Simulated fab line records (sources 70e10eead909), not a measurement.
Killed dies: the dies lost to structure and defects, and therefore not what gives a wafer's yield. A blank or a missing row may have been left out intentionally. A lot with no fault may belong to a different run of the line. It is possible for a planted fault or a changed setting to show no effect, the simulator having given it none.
fab line records -- flow nand-harc
[record] lots = 13, wafers = 39, last-day = 24
route steps=1159 shown A_STAIRCASE@590 A_M1@1053 THIN_TSV@1153 END@1159
lots untouched by any fault: they come from a run of this same line in which no faults occurred
start-h: start of the lot's first displayed wafer, in hours after the record's first day -- wait-h: hours elapsed since this lot's preceding step -- " unchanged from the row above -- L1.1+2: one row covering several wafers at once -- - value missing, or start not given -- * or withheld: withheld -- < > ~ a bound
route shown NAME@n: a module of which the file shows steps, and the number in the route of the first -- usual: the fault-free wafers' mean and standard deviation -- same: alike in all rows -- chamber/n: place in a boat -- sites: per-site readings -- _std_site: standard deviation across them -- _edge_site: the outer-site mean with the inner-site mean subtracted -- radius-mm: for every site, how far away it sits from the centre of the wafer -- mask NAME#n: copy n -- behind: tool/chamber where the wafer was last shaped -- hold: what put the lot on hold/how long, in hours/how the hold closed -- device: transistor that didn't switch, given as n, p or np -- end of line: the tests these same wafers got at the end of their route -- for a step that has no rows: nothing shown but its recipe -- killed: dies that structure and defects cost at the first sort, which is not the same as the wafer's yield -- map: the dies of a wafer, with x for killed, . for not killed, _ for no die there
set.NAME: the setting that was run; set.NAME@STEP: the one run at that earlier step -- model.NAME: the simulator's own value behind a step, which no gauge read
route steps across a sampled set of lots; one table per step, one row per wafer
services: from which hour (start-h, from the record's first day; less than 0 if before it) a tool's chamber was out of use, for how many hours, and why
[[steps]]
[step NHARC_A_STAIRCASE_TRIM_196]
[recipe] time-s = 211.2, o2-flow-sccm = 500, ar-flow-sccm = 0, bias-w = 0, chemistry = O2
[usual] drypump-motor-current-A = 5.8/0.47, oes-product-au = 0.998/0.012, rf-vpp-V = 57.7/0.83, showerhead-plenum-p-Torr = 3.50/0.15, throttle-valve-pct = 17.036/0.009
lot.wafer,tool,chamber,start-h,wait-h,drypump-motor-current-A,oes-product-au,rf-hours-counter-h,rf-vpp-V,showerhead-plenum-p-Torr,throttle-valve-pct
L868.2,rie-diel-02,2,254.76,0.1,6.5,0.994,36,57.0,3.28,17.039
L868.5,rie-diel-02,2,254.76,0.1,6.4,1.010,-,58.3,3.28,17.032
L868.6,rie-diel-02,3,254.76,0.1,6.7,1.000,-,58.2,3.71,17.019
L870.4,rie-diel-02,0,256.89,0.1,5.4,0.987,42,57.6,3.67,17.034
L870.3,rie-diel-02,1,256.89,0.1,5.4,0.973,39,58.0,3.31,17.035
L870.6,rie-diel-02,0,256.89,0.1,5.4,0.968,-,59.1,3.67,17.040
L869.2,rie-diel-03,3,257.19,0.1,5.2,0.999,9,57.5,3.40,17.023
L869.4,rie-diel-03,0,257.19,0.1,5.7,0.982,8,58.3,3.57,17.050
L869.3,rie-diel-03,1,257.19,0.1,5.3,0.979,10,58.2,3.41,17.040
L867.3,rie-diel-11,2,260.31,0.1,6.4,1.011,23,58.0,3.42,17.035
L867.1,rie-diel-11,3,260.31,0.1,6.0,0.999,22,57.0,3.47,17.050
L867.6,rie-diel-11,1,260.31,0.1,5.7,0.986,-,58.6,3.63,17.059
L878.3,rie-diel-02,1,327.55,0.1,5.4,0.984,62,57.5,3.29,17.038
L878.4,rie-diel-02,2,327.55,0.1,6.4,1.008,59,57.2,3.26,17.029
L878.1,rie-diel-02,0,327.55,0.1,5.4,0.993,67,57.4,3.66,17.049
L882.4,rie-diel-11,1,336.31,0.1,5.7,0.991,51,57.1,3.62,17.035
L882.1,rie-diel-11,3,336.31,0.1,6.0,1.007,47,56.0,3.45,17.045
L882.5,rie-diel-11,0,336.31,0.1,6.1,1.006,-,57.5,3.35,17.041
L881.1,rie-diel-03,1,337.69,0.1,5.3,0.989,38,57.8,3.39,17.043
L881.4,rie-diel-03,3,337.69,0.1,5.2,1.002,41,56.5,3.39,17.055
L881.5,rie-diel-03,2,337.69,0.1,5.8,1.023,-,58.8,3.63,17.035
L883.3,rie-diel-03,2,339.48,0.1,5.7,1.021,43,56.5,3.63,17.042
L883.1,rie-diel-03,3,339.48,0.1,5.2,1.002,42,56.9,3.39,17.024
L883.6,rie-diel-03,2,339.48,0.1,5.8,1.012,-,58.7,3.63,17.025
L880.2,rie-diel-02,0,340.05,0.1,5.4,0.991,1,57.8,3.66,17.022
L880.1,rie-diel-02,1,340.05,0.1,5.4,1.004,1,56.4,3.29,17.029
L880.3,rie-diel-02,3,340.05,0.1,6.7,0.997,1,57.7,3.70,17.035
L884.3,rie-diel-11,0,351.67,0.1,6.1,1.029,54,58.2,3.35,17.036
L884.1,rie-diel-11,3,351.67,0.1,6.0,1.008,53,57.4,3.45,17.037
L884.6,rie-diel-11,1,351.67,0.1,5.7,0.997,-,58.2,3.61,17.014
L886.4,rie-diel-03,1,355.68,0.1,5.3,0.973,46,59.5,3.39,17.053
L886.1,rie-diel-03,3,355.68,0.1,5.2,0.982,48,56.2,3.38,17.028
L886.2,rie-diel-03,0,355.68,0.1,5.7,0.990,43,57.6,3.55,17.050
L889.2,rie-diel-03,3,372.43,0.1,5.2,0.979,54,56.8,3.38,17.040
L889.3,rie-diel-03,1,372.43,0.1,5.3,0.981,54,57.0,3.38,17.040
L889.6,rie-diel-03,3,372.43,0.1,5.2,0.979,-,56.7,3.38,17.039
L888.2,rie-diel-11,0,376.19,0.1,6.1,1.000,0,55.8,3.35,17.050
L888.1,rie-diel-11,1,376.19,0.1,5.7,0.994,0,57.1,3.61,17.024
L888.6,rie-diel-11,1,376.19,0.1,5.7,1.007,-,56.7,3.61,17.018
[step NHARC_A_M1_THK_MEAS_24]
[recipe] thk-meas-gauge = xrf
[usual] thk-nm = 154.8/1.5
lot.wafer,tool,chamber,start-h,wait-h,thk-nm
L868.2,film-metro-02,-,408.61,-,154.4
L868.5,film-metro-02,-,408.61,-,151.4
L868.6,film-metro-02,-,408.61,-,150.4
L869.2,film-metro-02,-,409.32,-,153.6
L869.3,film-metro-02,-,409.32,-,155.0
L869.4,film-metro-02,-,409.32,-,153.6
L870.3,film-metro-01,-,411.16,-,154.6
L870.4,film-metro-01,-,411.16,-,155.4
L870.6,film-metro-01,-,411.16,-,155.5
L867.1,film-metro-01,-,435.76,-,153.2
L867.3,film-metro-01,-,435.76,-,155.2
L867.6,film-metro-01,-,435.76,-,156.6
L878.1,film-metro-01,-,494.27,-,153.8
L878.3,film-metro-01,-,494.27,-,155.3
L878.4,film-metro-01,-,494.27,-,152.8
L883.1,film-metro-01,-,495.56,-,156.2
L883.3,film-metro-01,-,495.56,-,155.8
L883.6,film-metro-01,-,495.56,-,154.6
L882.1,film-metro-01,-,501.95,-,154.6
L882.4,film-metro-01,-,501.95,-,155.1
L882.5,film-metro-01,-,501.95,-,155.0
L880.1,film-metro-02,-,502.73,-,154.2
L880.2,film-metro-02,-,502.73,-,155.9
L880.3,film-metro-02,-,502.73,-,151.7
L881.1,film-metro-02,-,507.53,-,151.8
L881.4,film-metro-02,-,507.53,-,152.7
L881.5,film-metro-02,-,507.53,-,152.2
L884.1,film-metro-01,-,511.08,-,157.7
L884.3,film-metro-01,-,511.08,-,153.8
L884.6,film-metro-01,-,511.08,-,156.1
L886.1,film-metro-02,-,519.56,-,155.3
L886.2,film-metro-02,-,519.56,-,153.3
L886.4,film-metro-02,-,519.56,-,154.9
L888.1,film-metro-01,-,540.77,-,156.0
L888.2,film-metro-01,-,540.77,-,154.3
L888.6,film-metro-01,-,540.77,-,153.5
L889.2,film-metro-02,-,541.50,-,157.4
L889.3,film-metro-02,-,541.50,-,153.8
L889.6,film-metro-02,-,541.50,-,154.5
[step NHARC_A_M1_DEP_33]
[recipe] target-thk-a = 300, temp-c = 370, target-thk-nm = 30, pressure-torr = 3, flow-sccm = 200, rf-w = 450, material = SiCN
[usual] heater-power-w = 577/90
lot.wafer,tool,chamber,start-h,wait-h,heater-power-w
L868.2,pecvd-02,1,408.93,0.1,474
L868.5,pecvd-02,2,408.93,0.1,573
L868.6,pecvd-02,0,408.93,0.1,722
L869.2,pecvd-02,0,409.62,0.1,654
L869.3,pecvd-02,2,409.62,0.1,576
L869.4,pecvd-02,2,409.62,0.1,561
L870.3,pecvd-02,2,411.50,0.1,571
L870.4,pecvd-02,2,411.50,0.1,563
L870.6,pecvd-02,0,411.50,0.1,627
L867.3,pecvd-02,2,436.06,0.1,503
L867.1,pecvd-02,0,436.06,0.1,720
L867.6,pecvd-02,2,436.06,0.1,508
L878.3,pecvd-02,1,494.87,0.1,569
L878.1,pecvd-02,2,494.87,0.1,494
L878.4,pecvd-02,1,494.87,0.1,567
L883.3,pecvd-02,2,495.89,0.1,507
L883.1,pecvd-02,0,495.89,0.1,659
L883.6,pecvd-02,1,495.89,0.1,557
L882.1,pecvd-02,2,502.34,0.1,514
L882.4,pecvd-02,0,502.34,0.1,710
L882.5,pecvd-02,2,502.34,0.1,529
L880.2,pecvd-01,2,503.16,0.1,411
L880.1,pecvd-01,0,503.16,0.1,692
L880.3,pecvd-01,1,503.16,0.1,541
L881.1,pecvd-04,1,507.93,0.1,696
L881.4,pecvd-04,0,507.93,0.1,632
L881.5,pecvd-04,1,507.93,0.1,699
L884.3,pecvd-02,0,511.39,0.1,693
L884.1,pecvd-02,2,511.39,0.1,546
L884.6,pecvd-02,0,511.39,0.1,703
L886.1,pecvd-01,2,519.91,0.1,365
L886.2,pecvd-01,0,519.91,0.1,705
L886.4,pecvd-01,0,519.91,0.1,711
L888.1,pecvd-02,0,541.07,0.1,738
L888.2,pecvd-02,2,541.07,0.1,498
L888.6,pecvd-02,2,541.07,0.1,476
L889.2,pecvd-02,2,541.85,0.1,536
L889.3,pecvd-02,0,541.85,0.1,718
L889.6,pecvd-02,1,541.85,0.1,469
[step NHARC_THIN_TSV_STRIP_56]
[recipe] power-w = 1500, temp-c = 250, chemistry = O2
[usual] drypump-motor-current-A = 5.7/0.56, heater-power-w = 351/24, temp-c = 249.97/0.15
lot.wafer,tool,chamber,start-h,wait-h,drypump-motor-current-A,heater-power-w,rf-hours-counter-h,temp-c
L870.4,plasma-asher-01,0,438.79,0.2,5.2,314,-,249.82
L870.3,plasma-asher-01,1,438.79,0.2,6.2,362,-,250.03
L870.6,plasma-asher-01,0,438.79,0.2,5.2,319,-,250.00
L868.2,plasma-asher-01,1,439.10,0.1,6.2,371,49,249.76
L868.6,plasma-asher-01,1,439.10,0.1,6.2,367,-,250.20
L868.5,plasma-asher-01,0,439.10,0.1,5.2,315,-,249.86
L869.2,plasma-asher-01,0,439.78,0.1,5.2,328,50,250.05
L869.3,plasma-asher-01,0,439.78,0.1,5.2,315,-,250.02
L869.4,plasma-asher-01,1,439.78,0.1,6.2,379,-,250.01
L867.1,plasma-asher-01,1,466.36,0.6,6.2,369,3,249.88
L867.3,plasma-asher-01,0,466.36,0.6,5.2,320,-,249.82
L867.6,plasma-asher-01,1,466.36,0.6,6.2,369,-,249.79
L878.1,plasma-asher-01,1,522.41,0.3,6.2,371,34,250.00
L878.4,plasma-asher-01,1,522.41,0.3,6.2,378,-,250.12
L878.3,plasma-asher-01,0,522.41,0.3,5.1,315,-,249.91
L883.1,plasma-asher-01,0,523.39,0.1,5.1,329,35,250.00
L883.3,plasma-asher-01,0,523.39,0.1,5.2,323,-,249.99
L883.6,plasma-asher-01,0,523.39,0.1,5.1,322,-,249.99
L882.1,plasma-asher-02,1,526.85,0.1,5.1,367,41,250.05
L882.4,plasma-asher-02,1,526.85,0.1,5.1,373,-,249.90
L882.5,plasma-asher-02,0,526.85,0.1,6.4,366,-,249.97
L880.2,plasma-asher-02,0,527.67,0.1,6.4,362,41,249.84
L880.1,plasma-asher-02,1,527.67,0.1,5.1,372,41,249.90
L880.3,plasma-asher-02,0,527.67,0.1,6.4,359,-,250.01
L881.1,plasma-asher-02,1,532.89,0.1,5.1,375,42,249.81
L881.4,plasma-asher-02,1,532.89,0.1,5.1,379,-,249.90
L881.5,plasma-asher-02,0,532.89,0.1,6.4,360,-,250.25
L884.1,plasma-asher-01,0,543.00,1.1,5.2,320,44,249.92
L884.3,plasma-asher-01,1,543.00,1.1,6.2,369,-,249.81
L884.6,plasma-asher-01,1,543.00,1.1,6.2,376,-,249.75
L886.1,plasma-asher-01,0,544.08,0.6,5.2,321,45,249.75
L886.2,plasma-asher-01,1,544.08,0.6,6.2,365,45,249.84
L886.4,plasma-asher-01,0,544.08,0.6,5.2,322,-,249.84
L888.1,plasma-asher-02,0,565.61,0.1,6.4,365,6,250.26
L888.2,plasma-asher-02,1,565.61,0.1,5.2,368,6,249.93
L888.6,plasma-asher-02,0,565.61,0.1,6.4,363,-,250.11
L889.2,plasma-asher-02,0,567.51,0.1,6.4,364,6,250.05
L889.3,plasma-asher-02,1,567.51,0.1,5.1,368,-,249.92
L889.6,plasma-asher-02,1,567.51,0.1,5.1,365,-,249.94
[step NHARC_END_SORT_01]
[recipe] temp-c = 25
[usual] killed-at-array = 29/11, killed-at-other = 0.6/1, killed-at-periphery = 3.1/2.1, killed-dies = 33/11, killed-open = 3.1/1.9, killed-short = 1.9/1.5
[same] gross-dies = 677
lot.wafer,tool,chamber,start-h,wait-h,killed-at-array,killed-at-other,killed-at-periphery,killed-dies,killed-open,killed-short
L878.1,prober-01,0,530.69,2.5,105,0,1,106,3,0
L878.3,prober-01,0,532.27,3.1,98,0,3,101,0,3
L878.4,prober-01,0,533.06,3.4,67,0,2,69,1,2
L880.1,prober-01,0,538.40,2.5,111,0,0,111,1,0
L880.2,prober-01,0,539.20,2.8,118,0,3,121,1,1
L880.3,prober-01,0,540.00,3.1,85,0,0,85,3,1
L881.1,prober-01,0,546.17,2.5,28,0,1,29,1,2
L881.4,prober-01,0,548.55,3.4,34,0,0,34,0,3
L881.5,prober-01,0,549.34,3.7,32,1,4,37,2,7
// killed by level:class
L878.1 A_STAIRCASE:unspecified=82 A_CHANNEL_HOLE_D1:chamber-film-flake=17 A_STAIRCASE:chamber-film-flake=3 P_GATE:geometric-particle:open=1 A_ONON_D1:geometric-particle:open=1 A_M0:geometric-particle:open=1 A_CONTACT:chamber-film-flake=1
L878.3 A_STAIRCASE:unspecified=82 A_CONTACT:chamber-film-flake=6 A_CHANNEL_HOLE_D1:chamber-film-flake=5 P_ZERO_WELL:chamber-film-flake=3 A_STAIRCASE:chamber-film-flake=2 A_CHANNEL_HOLE_D1:geometric-particle:short=1 A_CHANNEL_FILL_D1:geometric-particle:short=1 A_WL_FILL:geometric-particle:short=1
L878.4 A_STAIRCASE:unspecified=38 A_CHANNEL_HOLE_D1:chamber-film-flake=19 A_STAIRCASE:chamber-film-flake=5 A_CONTACT:chamber-film-flake=3 P_CONTACT:geometric-particle:short=1 A_CHANNEL_FILL_D1:geometric-particle:short=1 A_BLC:geometric-particle:open=1 P_STI:chamber-film-flake=1
L880.1 A_STAIRCASE:unspecified=79 A_CHANNEL_HOLE_D1:chamber-film-flake=14 A_SLIT:chamber-film-flake=8 A_STAIRCASE:chamber-film-flake=3 A_BLC:chamber-film-flake=3 A_CONTACT:chamber-film-flake=2 A_CONTACT:geometric-particle:open=1 A_WL_FILL:chamber-film-flake=1
L880.2 A_STAIRCASE:unspecified=83 A_CHANNEL_HOLE_D1:chamber-film-flake=18 A_SLIT:chamber-film-flake=12 A_CONTACT:chamber-film-flake=3 A_BLC:chamber-film-flake=2 P_CONTACT:geometric-particle:short=1 P_M1:geometric-particle:open=1 P_ZERO_WELL:chamber-film-flake=1
L880.3 A_STAIRCASE:unspecified=43 A_CHANNEL_HOLE_D1:chamber-film-flake=16 A_CONTACT:chamber-film-flake=8 A_SLIT:chamber-film-flake=7 A_STAIRCASE:chamber-film-flake=4 A_CHANNEL_FILL_D1:geometric-particle:open=2 A_BLC:chamber-film-flake=2 A_CHANNEL_HOLE_D1:geometric-particle:short=1
L881.1 A_CHANNEL_HOLE_D1:chamber-film-flake=21 A_STAIRCASE:chamber-film-flake=2 A_CONTACT:chamber-film-flake=2 A_SOURCE_PLATE:geometric-particle:short=1 A_WL_FILL:geometric-particle:short=1 A_M0:geometric-particle:open=1 P_STI:chamber-film-flake=1
L881.4 A_CHANNEL_HOLE_D1:chamber-film-flake=19 A_CONTACT:chamber-film-flake=9 A_STAIRCASE:chamber-film-flake=2 A_CHANNEL_FILL_D1:geometric-particle:short=1 A_SGD_CUT:geometric-particle:short=1 A_WL_FILL:geometric-particle:short=1 A_BLC:chamber-film-flake=1
L881.5 A_CHANNEL_HOLE_D1:chamber-film-flake=21 A_STAIRCASE:chamber-film-flake=3 A_M0:geometric-particle:short=2 P_STI:geometric-particle:short=1 A_SOURCE_PLATE:geometric-particle:short=1 A_ONON_D1:geometric-particle:short=1 A_CHANNEL_HOLE_D1:geometric-particle:short=1 A_CONTACT:geometric-particle:short=1
[[services]]
tool,chamber,start-h,hours,kind
rie-diel-03,0,231.06,2.7,repair
plasma-asher-02,-,251.80,2.4,repair
rie-diel-02,1,257.50,4.1,repair
rie-diel-02,2,258.44,3.6,repair
plasma-asher-02,-,258.98,4.4,repair
plasma-asher-01,-,276.00,9.0,pm
rie-diel-11,3,277.80,4.9,repair
rie-diel-02,2,280.39,2.5,repair
rie-diel-02,2,304.28,2.5,repair
rie-diel-02,-,319.51,0.7,repair
rie-diel-02,-,328.07,9.0,pm
pecvd-02,-,334.00,13.0,pm
plasma-asher-02,-,360.18,9.0,pm
rie-diel-11,-,366.63,9.0,pm
pecvd-02,-,369.11,0.8,repair
rie-diel-02,-,378.95,0.4,repair
rie-diel-03,-,392.32,9.0,pm
rie-diel-11,2,393.52,2.7,repair
rie-diel-03,3,441.29,4.3,repair
plasma-asher-01,-,453.00,9.0,pm
plasma-asher-02,-,456.37,48.4,repair
rie-diel-02,-,505.07,9.0,pm
pecvd-02,-,515.09,13.0,pm
plasma-asher-02,-,537.18,9.0,pm
[[key]]
[first-sign] step = NHARC_END_SORT_01, reading = killed-at-array, direction = up, sigmas = 6.4, usual = 29, struck = 97
[effect] step = NHARC_END_SORT_01, reading = killed-dies, direction = up, sigmas = 6.2, usual = 33, struck = 99
[more-kills-born-at] NHARC_A_STAIRCASE_TRIM_196@rie-diel-02 = 405
met-at NHARC_A_STAIRCASE_TRIM_196
struck-lots L878,L880
tester-left-out L878,L880
not-acting-at NHARC_A_M1_THK_MEAS_24,NHARC_A_M1_DEP_33,NHARC_THIN_TSV_STRIP_56
onset-between 256.89 327.55
[fault] kind = chamber-particle-source, tool = rie-diel-02, chamber = -, onset-h = 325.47, steps = NHARC_A_STAIRCASE_TRIM_196, rate-per-visit-cm2 = 0.89102, end-h = 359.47
// tester-left-out: of these lots the tester's yield and bins aren't shown, on N5 and GAA mostly nor the transistor test; their killed dies are dies lost to structure and defects alone, not to doping, threshold or leakage, so they don't give the yield
